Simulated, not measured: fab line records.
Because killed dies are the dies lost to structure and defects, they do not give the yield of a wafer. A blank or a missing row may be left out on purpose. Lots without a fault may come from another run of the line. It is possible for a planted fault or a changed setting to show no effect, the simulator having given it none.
Which tool was responsible?	flow nand harc	14 lots, 42 wafers sampled, at 3 steps of a route of 1302

WHAT EACH GAUGE READ, for each wafer
NHARC_A_BLC_CD_MEAS_19. Usual: 100 nm for cd nm, sd 3.2.
lot	measured	on	cd nm (nm)	flag
L846	day 23 08:20	cd sem-02	97 100 102	
L845	day 23 09:13	cd sem-02	101 101 105	
L847	day 24 16:51	cd sem-03	96 98 104	
L850	day 25 08:25	cd sem-01	105 102 105	
L852	day 26 07:05	cd sem-01	102 108 105	
L853	day 26 23:48	cd sem-03	104 102 101	
L855	day 27 01:41	cd sem-01	104 104 104	
L857	day 28 01:07	cd sem-02	101 96 98	
L860	day 30 04:51	cd sem-02	97 101 95	
L862	day 30 22:10	cd sem-02	103 103 105	
L863	day 30 23:32	cd sem-02	98 98 98	
L864	day 31 07:13	cd sem-02	101 100 95	
L866	day 31 11:04	cd sem-03	102 104 102	
L865	day 31 11:07	cd sem-01	100 101 102	

NHARC_A_M0_CD_MEAS_09 targets a cd of 80 nm. Usual: 80.0 nm for cd nm, sd 0.8.
lot	measured	on	cd nm (nm)	flag
L846	day 23 11:09	cd sem-03	80.0 80.1 81.1	
L845	day 23 12:02	cd sem-02	80.8 79.3 79.6	
L847	day 24 19:46	cd sem-03	80.2 80.0 81.1	
L850	day 25 11:10	cd sem-03	79.1 81.7 80.2	
L852	day 26 09:59	cd sem-03	80.1 81.0 79.6	
L853	day 27 02:42	cd sem-01	79.8 80.6 81.0	
L855	day 27 04:45	cd sem-03	78.7 78.6 80.5	
L857	day 28 03:54	cd sem-03	79.8 80.1 80.2	
L860	day 30 08:11	cd sem-03	88.2 88.5 89.1	OFF
L862	day 31 01:02	cd sem-02	87.8 87.6 87.9	OFF
L863	day 31 02:24	cd sem-01	80.0 79.6 82.0	
L864	day 31 10:15	cd sem-03	81.4 81.3 79.5	
L866	day 31 14:03	cd sem-02	81.6 79.8 81.4	
L865	day 31 14:40	cd sem-01	79.2 78.6 79.7	

WHAT TOOL EACH LOT RAN ON (gives the tool, then ch and the chambers of the sampled wafers, and finally the start)
lot	NHARC_A_M0_PEB_07
L846	litho track-04 ch 0, day 23 11:04
L845	litho track-04 ch 0, day 23 11:57
L847	litho track-04 ch 0, day 24 19:41
L850	litho track-06 ch 0, day 25 11:05
L852	litho track-06 ch 0, day 26 09:54
L853	litho track-04 ch 0, day 27 02:37
L855	litho track-06 ch 0, day 27 04:40
L857	litho track-04 ch 0, day 28 03:49
L860	litho track-04 ch 0, day 30 08:05
L862	litho track-04 ch 0, day 31 00:57
L863	litho track-06 ch 0, day 31 02:19
L864	litho track-06 ch 0, day 31 10:10
L866	litho track-06 ch 0, day 31 13:58
L865	litho track-06 ch 0, day 31 14:35
- NHARC_A_M0_PEB_07: peb time 65 s.

WHAT THE TOOLS THEMSELVES READ (means of the sampled wafers that have a number; where no wafer has one, the mark that the record gives instead)
NHARC_A_M0_PEB_07. Usual: 156.6 W for heater power total W, sd 0.4.
lot	tool	heater power total W (W)	flag
L846	litho track-04	156.6	
L845	litho track-04	156.6	
L847	litho track-04	156.7	
L850	litho track-06	156.7	
L852	litho track-06	156.8	
L853	litho track-04	156.7	
L855	litho track-06	156.7	
L857	litho track-04	157.0	
L860	litho track-04	156.3	
L862	litho track-04	156.7	
L863	litho track-06	156.5	
L864	litho track-06	156.8	
L866	litho track-06	156.8	
L865	litho track-06	156.9	

THE ANSWER, worked out from the rows above alone
Rule: a lot is off if the mean of its wafers that have a number lies more than 3 standard deviations from the usual mean. A lot without any number at a reading at which 4 lots or more have one is off too. All remaining lots with rows at the step are treated as sound. First the gauges in route order, then the tools' own readings, where a lot's mean is used as printed above. At the first step where some lot is off, the reading lying furthest off is the one used; lots without a number count as furthest.
Off, at NHARC_A_M0_CD_MEAS_09 on cd nm: L860, L862.
If a tool, at a process step before that reading, ran all the lots that are off and no sound lot after the first of them, it fits. Those tools and the gauges at NHARC_A_M0_CD_MEAS_09 are tried in the same way. One fits: NHARC_A_M0_PEB_07 on litho track-04. A fault onset in the window from L857 (day 28 03:49, its last sound lot) to L860 (day 30 08:05, its first lot off) fits.

WHAT HAD BEEN PUT IN BY THE SIMULATOR
Process parameters drifting: litho track-04 at NHARC_A_M0_PEB_07, beginning at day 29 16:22. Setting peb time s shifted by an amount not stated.
Lots struck among those shown: L860, L862. The rule above reached the same finding.
